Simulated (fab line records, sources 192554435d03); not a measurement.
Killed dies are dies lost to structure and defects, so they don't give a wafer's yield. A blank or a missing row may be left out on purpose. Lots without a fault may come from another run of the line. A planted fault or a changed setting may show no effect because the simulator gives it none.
fab line records | flow n5_finfet
record lots=4 wafers=10 last_day=16
route steps=1938 shown BEOL_M10@1524 BEOL_M11@1536 PASSIVATION@1936
lots that met no fault: from a run of the same line without faults
start_h: hours from the record's first day to the start of the lot's first wafer shown | wait_h: hours since the lot's step before | " the same as in the row above | L1.1+2: a row that stands for several wafers | - no value, or no start given | * or withheld: withheld | < > ~ a bound
route shown NAME@n: a module of which the file shows steps, and the number in the route of the first | usual: mean/standard deviation of fault-free wafers | same: alike in all rows | chamber/n: place in a boat | sites: the reading at each site | _std_site: their standard deviation | _edge_site: outer sites' mean less inner sites' | radius_mm: how far each site lies from the wafer's centre | mask NAME#n: copy n | behind: the tool/chamber that last shaped the wafer | hold: why the lot was held/for how many hours/how that ended | device: the transistor (n, p or np) that didn't switch | end of line: the same wafers' tests at the end of the route | a step without rows: its recipe alone | killed: dies lost to structure and defects at the first sort, not the wafer's yield | map: a wafer's dies, x killed, . not, _ none there
set.NAME: the setting as run; set.NAME@STEP: as run at that earlier step | model.NAME: the simulator's own value behind a step, which no gauge read
lots at some steps of the route; a table a step, a row a wafer
services: from which hour (start_h, from the record's first day; less than 0 if before it) a tool's chamber was out of use, for how many hours, and why
## steps
# step N5_BEOL_M10_ALD_74
# recipe material=TaN target_thk_a=20 temp_c=275 ald_precursor_family=PDMAT ald_co_reactant=NH3 pressure_torr=3 carrier_flow_sccm=1500 pulse_time_s=2 purge_time_s=3 co_reactant_purge_time_s=2 co_reactant_pulse_time_s=3 ald_cycles=40 precursor_vessel_temp_c=75 precursor_vessel_pressure_torr=26.25 precursor_vessel_carrier_sccm=1000
# step N5_BEOL_M10_SURFACE_TREAT_76
# recipe gas=Ar time_s=* ion_energy_ev=* ion_current_ma_cm2=0.5 pressure_mtorr=* ar_flow_sccm=30
# step N5_BEOL_M10_CVD_75
# recipe material=Co target_thk_a=20 temp_c=withheld precursor=CCTBA/H2 pressure_torr=30 time_s=138.9
# step N5_BEOL_M10_SPUTTER_48
# recipe material=Cu target_thk_a=120 temp_c=-20 bias_v=60 power_w=26000 chamber_pressure_pa=0.13 time_s=2
# step N5_BEOL_M10_ECD_50
# recipe material=Cu target_thk_a=3180
# step N5_BEOL_M10_ANNEAL_51
# recipe temp_c=225 time_s=90 ambient=N2
# step N5_BEOL_M10_CMP_52
# recipe stop_on=SiCOH_lowk t_overpolish_s=7 down_force_psi=1 platen_rpm=50 clearing_platen_down_force_psi=1.5 clearing_platen_rpm=50 post_cmp_clean=cu_alkaline target_thk_nm=140 clearing_platen_pad_velocity_m_s=0.99484 pad_velocity_m_s=0.99484
# step N5_BEOL_M10_PRE_CLEAN_55
# recipe gas=NH3 time_s=15 temp_c=withheld rf_power_w=300
# step N5_BEOL_M10_DEP_56
# recipe material=SiCN target_thk_a=150 temp_c=withheld precursor=3MS/NH3 pressure_torr=3 rf_w=202 time_s=26.5
# step N5_BEOL_M11_ILD_DEP_00
# recipe material=SiCOH_lowk target_thk_a=3085.1 temp_c=300 precursor=DEMS/porogen pressure_torr=5 rf_w=500 time_s=58
# usual chamber_pressure_Torr=4.999/0.011 heater_power_w=306/53 rf_fwd_power_W=496.1/2 showerhead_plenum_p_Torr=5.744/0.014 throttle_valve_pct=13.9/0.73
# columns lot.wafer tool chamber start_h wait_h chamber_pressure_Torr heater_power_w rf_fwd_power_W showerhead_plenum_p_Torr throttle_valve_pct model.SiCOH_lowk_of_BEOL_M11_ILD_DEP_00.thk_nm
L510.1 pecvd-02 1 303.11 0.0 4.994 289 497.6 5.740 13.6 306.6
L510.2 " 2 " " 5.003 329 494.0 5.751 13.6 305.4
L510.3 " 0 " " 5.011 362 495.5 5.738 14.2 307.6
L514.1 pecvd-02 2 315.00 0.0 4.998 305 494.7 5.762 13.5 302.8
L514.4 " 1 " " 4.988 327 496.3 5.728 13.2 289.2
L515.1 pecvd-02 1 339.43 0.0 4.999 355 491.7 5.743 13.1 305.8
L515.2 " 0 " " 4.990 321 496.8 5.699 13.8 285.8
L517.2 pecvd-04 2 346.17 0.0 4.987 259 497.0 5.740 12.9 308.8
L517.3 " 1 " " 5.012 333 495.5 5.758 15.0 311.4
L517.5 " 0 " " 5.003 216 499.2 5.753 15.1 318
# step N5_BEOL_M11_CURE_71
# recipe temp_c=385 time_s=240 ambient=He/Ar material=SiCOH_lowk
# step N5_BEOL_M11_THK_MEAS_01
# recipe reads=SiCOH_lowk_of_BEOL_M11_ILD_DEP_00
# usual M11_ILD_THK=268/3.5
# columns lot.wafer tool chamber start_h wait_h M11_ILD_THK[nm]
L510.1 film_metro-01 - 303.96 0.4 266
L510.2 " - " " 266
L510.3 " - " " 267
L514.1 film_metro-01 - 316.07 0.8 263
L514.4 " - " " 251
L515.1 film_metro-01 - 340.02 0.4 266
L515.2 " - " " 248
L517.2 film_metro-01 - 346.76 0.4 268
L517.3 " - " " 271
L517.5 " - " " 276
# step N5_BEOL_M11_PECVD_70
# recipe material=SiO2 target_thk_a=200 temp_c=400 precursor=TEOS/O2 pressure_torr=5.5 rf_w=450 teos_flow_sccm=53.8 gas=O2 flow_sccm=3000 time_s=22.7
# step N5_BEOL_M11_HM_DEP_02
# recipe material=TiN target_thk_a=200 temp_c=25 chamber_pressure_pa=0.49996
# step N5_BEOL_M11_COAT_59
# recipe resist=SOC temp_c=250 time_s=60 spin_rpm=1500 resist_thk_nm=100
# step N5_BEOL_M11_COAT_60
# recipe resist=SiARC temp_c=220 time_s=60 spin_rpm=1500 resist_thk_nm=30
# step N5_BEOL_M11_COAT_05
# recipe resist=CAR-ArF spin_rpm=1500 resist_thk_nm=90
# step N5_BEOL_M11_EBR_07
# recipe solvent=PGMEA ebr_width_mm=1.5
# step N5_BEOL_M11_SOFTBAKE_06
# recipe temp_c=110 time_s=60 resist=CAR-ArF
# step N5_BEOL_M11_EXPOSE_08
# recipe mask_id=M11 na=1.35 source_shape=dipole sigma_inner=0.411 sigma_outer=0.611 polarization=te dose_mj=53.75
# step N5_BEOL_M11_PEB_09
# recipe peb_temp_c=withheld peb_time_s=60 resist=CAR-ArF
# step N5_BEOL_M11_DEVELOP_10
# recipe develop_time_s=30 developer=TMAH resist=CAR-ArF rinse_liquid=diw dry=air_spin dev_temp_c=23
# step N5_BEOL_M11_DESCUM_16
# recipe chemistry=O2 time_s=7.9 source_power_w=50 bias_power_w=20 pressure_mtorr=20 rf_frequency_hz=2.712e+07 temp_c=40 resist=CAR-ArF o2_flow_sccm=225
# step N5_BEOL_M11_ETCH_61
# recipe chemistry=CF4 target=SiARC target_depth_a=390 mask_material=CAR-ArF time_s=65 ion_energy_ev=80 pressure_mtorr=40 source_w=545 bias_w=36 Ar_flow_sccm=100 cf4_flow_sccm=100 ends=cleared
# step N5_BEOL_M11_ETCH_62
# recipe chemistry=N2/H2 target=SOC target_depth_a=1100 overetch_a=220 mask_material=SiARC temp_c=40 time_s=165 ion_energy_ev=200 pressure_mtorr=30 source_w=840 bias_w=150 n2_flow_sccm=200 h2_flow_sccm=200
# step N5_BEOL_M11_STRIP_68
# recipe chemistry=N2/H2 temp_c=40 n2_flow_sccm=200 h2_flow_sccm=200 rf_frequency_hz=6e+07
# step N5_BEOL_M11_STRIP_67
# recipe chemistry=CF4 resist=SiARC power_w=300 bias_power_w=75 pressure_mtorr=50 cf4_flow_sccm=150 rf_frequency_hz=6e+07
# step N5_BEOL_M11_HM_OPEN_17
# recipe chemistry=Cl2/BCl3 target_depth_a=200 overetch_a=60 target=TiN mask_material=SOC ion_energy_ev=150 pressure_mtorr=10 icp_w=1000 bias_w=126 Cl2_flow_sccm=53.25 bcl3_flow_sccm=21.75 Ar_flow_sccm=25
# step N5_BEOL_M11_STRIP_19
# recipe chemistry=O2 power_w=400 temp_c=40 pressure_mtorr=30 rf_frequency_hz=6e+07 bias_power_w=0 overash_fraction=0.2 o2_flow_sccm=225
# step N5_BEOL_M11_COAT_63
# recipe resist=SOC temp_c=250 time_s=60 spin_rpm=1500 resist_thk_nm=100
# step N5_BEOL_M11_COAT_64
# recipe resist=SiARC temp_c=220 time_s=60 spin_rpm=1500 resist_thk_nm=30
# step N5_BEOL_M11_COAT_22
# recipe resist=CAR-ArF spin_rpm=1500 resist_thk_nm=90
# step N5_BEOL_M11_EBR_24
# recipe solvent=PGMEA ebr_width_mm=1.5
# step N5_BEOL_M11_SOFTBAKE_23
# recipe temp_c=110 time_s=60 resist=CAR-ArF
# step N5_BEOL_M11_EXPOSE_25
# recipe mask_id=V10 na=1.35 source_shape=annular sigma_inner=0.5 sigma_outer=0.8 polarization=unpolarized dose_mj=85.5
# step N5_BEOL_M11_CMP_52
# recipe stop_on=SiCOH_lowk t_overpolish_s=7 down_force_psi=1 platen_rpm=50 clearing_platen_down_force_psi=1.5 clearing_platen_rpm=50 post_cmp_clean=cu_alkaline target_thk_nm=140 clearing_platen_pad_velocity_m_s=0.99484 pad_velocity_m_s=0.99484
# usual clearing_platen_down_force_psi=1.501/0.0031 edge_zone_pressure_frac=1.000/0.0052 motor_current_A=6.2/0.39 retaining_ring_pressure_frac=1.000/0.005 slurry_flow_ml_min=150.0/0.45
# columns lot.wafer tool chamber start_h wait_h clearing_platen_down_force_psi edge_zone_pressure_frac motor_current_A retaining_ring_pressure_frac slurry_flow_ml_min model.SiCOH_lowk_of_BEOL_M11_ILD_DEP_00.thk_nm
L510.3 cmp-02 0 311.70 0.2 1.502 1.007 6.6 0.997 150.2 264.2
L510.2 " 1 " " 1.504 0.993 5.8 1.002 150.1 262.2
L510.1 " 2 " " 1.502 0.992 6.7 1.003 149.6 263.2
L514.1 cmp-03 2 322.47 0.3 1.505 1.004 6.3 0.995 149.7 260
L514.4 " 3 " " 1.500 1.010 6.5 1.003 149.1 248
L515.2 cmp-03 2 353.69 0.2 1.503 0.992 6.9 1.011 150.0 245
L515.1 " 0 " " 1.501 0.993 5.8 1.003 151.5 262.6
L517.2 cmp-04 0 354.05 0.2 1.503 0.996 5.9 0.999 150.1 265.2
L517.3 " 1 " " 1.504 1.002 6.6 1.007 150.3 267.6
L517.5 " 1 " " 1.504 1.008 6.1 1.005 150.0 273.4
# step N5_PASSIVATION_PROBE_49
# usual defect_limited_yield=91.6/1.2 killed_at_M0_to_M3=33/9.4 killed_at_M4_up=13/5.2 killed_at_contacts=13/5.6 killed_at_front_end=37/9.5 killed_at_other=4/3.1 killed_dies=99/15 killed_open=65/11 killed_short=32/7.5 sort_bin_5_function=4.9/0.77 sort_bin_6_memory=3.1/0.65 sort_bin_8_speed=0.01/0.056 sort_n_pass=1081/15 sort_yield_pct=91.6/1.2
# same gross_dies=1180 killed_at_back_side=0 sort_bin_4_leakage[%]=0
# columns lot.wafer tool chamber start_h wait_h defect_limited_yield[%] killed_at_M0_to_M3 killed_at_M4_up killed_at_contacts killed_at_front_end killed_at_other killed_dies killed_open killed_short sort_bin_5_function[%] sort_bin_6_memory[%] sort_bin_8_speed[%] sort_n_pass sort_yield_pct[%]
L517.2 prober-01 - 389.81 0.1 93.0 32 15 10 25 1 83 52 29 4.7 2.1 0 1097 93.0
L517.3 prober-01 - 389.86 0.1 91.7 46 9 19 24 0 98 62 34 5.0 3.0 0 1082 91.7
L517.5 prober-01 - 389.96 0.2 93.1 32 12 7 30 0 81 50 30 4.1 2.7 0 1099 93.1
L515.1 prober-01 - 393.91 0.0 90.3 44 10 16 39 5 114 85 27 5.4 4.2 0 1066 90.3
L515.2 prober-01 - 393.96 0.1 93.2 24 7 12 34 3 80 50 30 3.7 2.6 0 1100 93.2
# killed by level:class
L517.2 BEOL_M3:geometric_particle:open=12 MOL_CONTACT_COAG:geometric_particle:open=7 BEOL_M0_SAQP:geometric_particle:short=7 BEOL_M4:geometric_particle:open=7 STARTING-WAFER:geometric_particle:short=6 BEOL_M1:geometric_particle:open=5 STARTING-WAFER:geometric_particle:open=5 FIN_SAQP:geometric_particle:short=4
L517.3 MOL_CONTACT_COAG:geometric_particle:open=17 BEOL_M3:geometric_particle:open=13 BEOL_M1:geometric_particle:open=6 BEOL_M2:geometric_particle:open=6 BEOL_M3:geometric_particle:short=6 DUMMY_GATE:geometric_particle:open=5 GATE_CUT:geometric_particle:short=5 BEOL_M1:geometric_particle:short=5
L517.5 BEOL_M3:geometric_particle:open=13 STARTING-WAFER:geometric_particle:short=6 FIN_SAQP:geometric_particle:open=5 FIN_SAQP:geometric_particle:short=5 MOL_CONTACT_COAG:geometric_particle:open=5 BEOL_M4:geometric_particle:open=5 BEOL_M0_SAQP:geometric_particle:short=4 BEOL_M1:geometric_particle:open=4
L515.1 BEOL_M1:geometric_particle:open=16 FIN_SAQP:geometric_particle:open=13 MOL_CONTACT_COAG:geometric_particle:open=13 BEOL_M0_SAQP:geometric_particle:open=11 BEOL_M0_SAQP:geometric_particle:short=8 FIN_SAQP:geometric_particle:short=6 BEOL_M0:geometric_particle:open=5 BEOL_M4:geometric_particle:open=5
L515.2 MOL_CONTACT_COAG:geometric_particle:open=10 DUMMY_GATE:geometric_particle:open=8 BEOL_M0_SAQP:geometric_particle:short=8 FIN_SAQP:geometric_particle:open=6 FIN_SAQP:geometric_particle:short=6 STI_FIN_REVEAL:geometric_particle:open=4 BEOL_M0_SAQP:geometric_particle:open=4 STARTING-WAFER:geometric_particle:short=4
## services
# columns tool chamber start_h hours kind
pecvd-02 - 286.30 0.9 repair
pecvd-04 1 292.53 5.5 scheduled_down
cmp-02 - 304.06 5.2 repair
cmp-04 - 306.26 4.0 pm
cmp-04 - 310.26 - consumable_replace:conditioner
cmp-04 - 310.26 - consumable_replace:pad
cmp-02 - 312.51 2.7 repair
cmp-02 - 323.23 0.9 repair
cmp-03 - 338.32 1.5 repair
cmp-04 - 343.66 1.1 repair
cmp-04 - 347.88 0.3 repair
## key
first_sign step=N5_BEOL_M11_THK_MEAS_01 reading=M11_ILD_THK direction=down sigmas=5.1 usual=268 struck=250
effect none on later readings
model_effect step=N5_BEOL_M11_ILD_DEP_00 value=SiCOH_lowk_of_BEOL_M11_ILD_DEP_00.thk_nm without=305.9 struck=287.5
model_effect step=N5_BEOL_M11_CMP_52 value=SiCOH_lowk_of_BEOL_M11_ILD_DEP_00.thk_nm without=262.8 struck=246.5
met_at N5_BEOL_M11_ILD_DEP_00
struck_wafers L514.4,L515.2
onset_between 303.11 315.00
fault kind=process_parameter_drift tool=pecvd-02 chamber=- onset_h=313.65 steps=N5_BEOL_M11_ILD_DEP_00 channel=target_thk_a offset=* shape=step end_h=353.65 scope=struck_wafers_only acts_in=* stated=*
